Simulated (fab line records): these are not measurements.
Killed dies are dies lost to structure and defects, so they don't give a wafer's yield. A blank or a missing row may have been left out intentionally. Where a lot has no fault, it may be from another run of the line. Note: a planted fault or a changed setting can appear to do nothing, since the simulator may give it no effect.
Chamber matching / flow nand-harc / NHARC_A_ZERO_WELL_ETCH_13 on rie-si-06 has 4 sister chambers
The step etches the open film in HBr/Cl2, target depth 120 nm, time 40.1 s. 16 wafers are shown with their chamber, then 8 later ones without.

## EACH WAFER AND ITS CHAMBER
wafer=L162.1; chamber=3; drypump-motor-current-A (A)=6.2; throttle-valve-pct (%)=26.421; oes-product-au (a.u.)=0.995
wafer=L162.4; chamber=2; drypump-motor-current-A (A)=4.8; throttle-valve-pct (%)=26.405; oes-product-au (a.u.)=0.993
wafer=L162.5; chamber=3; drypump-motor-current-A (A)=6.2; throttle-valve-pct (%)=26.415; oes-product-au (a.u.)=1.001
wafer=L166.1; chamber=1; drypump-motor-current-A (A)=5.5; throttle-valve-pct (%)=26.415; oes-product-au (a.u.)=0.996
wafer=L166.3; chamber=3; drypump-motor-current-A (A)=6.2; throttle-valve-pct (%)=26.413; oes-product-au (a.u.)=1.003
wafer=L166.4; chamber=2; drypump-motor-current-A (A)=4.7; throttle-valve-pct (%)=26.406; oes-product-au (a.u.)=0.997
wafer=L167.2; chamber=0; drypump-motor-current-A (A)=5.6; throttle-valve-pct (%)=26.382; oes-product-au (a.u.)=0.993
wafer=L167.3; chamber=3; drypump-motor-current-A (A)=6.2; throttle-valve-pct (%)=26.397; oes-product-au (a.u.)=0.998
wafer=L167.6; chamber=1; drypump-motor-current-A (A)=5.5; throttle-valve-pct (%)=26.402; oes-product-au (a.u.)=0.985
wafer=L169.1; chamber=3; drypump-motor-current-A (A)=6.2; throttle-valve-pct (%)=26.400; oes-product-au (a.u.)=1.002
wafer=L169.4; chamber=1; drypump-motor-current-A (A)=5.6; throttle-valve-pct (%)=26.397; oes-product-au (a.u.)=0.988
wafer=L169.6; chamber=0; drypump-motor-current-A (A)=5.5; throttle-valve-pct (%)=26.393; oes-product-au (a.u.)=0.991
wafer=L173.1; chamber=3; drypump-motor-current-A (A)=6.2; throttle-valve-pct (%)=26.402; oes-product-au (a.u.)=0.995
wafer=L173.3; chamber=1; drypump-motor-current-A (A)=5.5; throttle-valve-pct (%)=26.404; oes-product-au (a.u.)=0.989
wafer=L173.6; chamber=2; drypump-motor-current-A (A)=4.8; throttle-valve-pct (%)=26.390; oes-product-au (a.u.)=0.983
wafer=L174.1; chamber=3; drypump-motor-current-A (A)=6.2; throttle-valve-pct (%)=26.411; oes-product-au (a.u.)=1.027

SIGNATURES (averages over the wafers above)
reading=drypump-motor-current-A; chamber 0=5.550; chamber 1=5.525; chamber 2=4.767; chamber 3=6.200; scatter within a chamber=0.04
reading=throttle-valve-pct; chamber 0=26.38750; chamber 1=26.40450; chamber 2=26.40033; chamber 3=26.40843; scatter within a chamber=0.00849
reading=oes-product-au; chamber 0=0.99200; chamber 1=0.98950; chamber 2=0.99100; chamber 3=1.00300; scatter within a chamber=0.00868
Rule: distance of a wafer from a chamber = root of the sum over the readings of ((wafer's reading minus chamber's mean) / reading's scatter) squared. If the next closest chamber is less than 2 further off than the closest, the wafer can't be placed; otherwise it belongs to the closest. The scatter is the square root of a quotient: the sum, over the shown wafers, of each reading's squared deviation from its chamber's mean, divided by wafers minus chambers.

## WAFERS MISSING THEIR CHAMBER
wafer=L174.4; drypump-motor-current-A (A)=5.6; throttle-valve-pct (%)=26.413; oes-product-au (a.u.)=0.990
wafer=L174.6; drypump-motor-current-A (A)=5.5; throttle-valve-pct (%)=26.409; oes-product-au (a.u.)=1.007
wafer=L182.1; drypump-motor-current-A (A)=5.6; throttle-valve-pct (%)=26.403; oes-product-au (a.u.)=1.003
wafer=L182.3; drypump-motor-current-A (A)=5.6; throttle-valve-pct (%)=26.423; oes-product-au (a.u.)=0.984
wafer=L182.5; drypump-motor-current-A (A)=4.8; throttle-valve-pct (%)=26.403; oes-product-au (a.u.)=0.996
wafer=L183.1; drypump-motor-current-A (A)=4.8; throttle-valve-pct (%)=26.411; oes-product-au (a.u.)=0.984
wafer=L183.2; drypump-motor-current-A (A)=5.5; throttle-valve-pct (%)=26.404; oes-product-au (a.u.)=1.004
wafer=L183.3; drypump-motor-current-A (A)=5.6; throttle-valve-pct (%)=26.407; oes-product-au (a.u.)=0.994

## WHICH CHAMBER EACH WENT THROUGH
wafer=L174.4; from the rows above=can't be placed: 1 or 0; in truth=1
wafer=L174.6; from the rows above=can't be placed: 1 or 0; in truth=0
wafer=L182.1; from the rows above=can't be placed: 1 or 0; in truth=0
wafer=L182.3; from the rows above=can't be placed: 1 or 0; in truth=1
wafer=L182.5; from the rows above=2; in truth=2
wafer=L183.1; from the rows above=2; in truth=2
wafer=L183.2; from the rows above=can't be placed: 1 or 0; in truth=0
wafer=L183.3; from the rows above=can't be placed: 1 or 0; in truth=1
Correct placement for 2 of the 8. Unplaceable from these rows: 6, with the true chamber sitting among the candidates in 6. Number placed wrongly: 0.
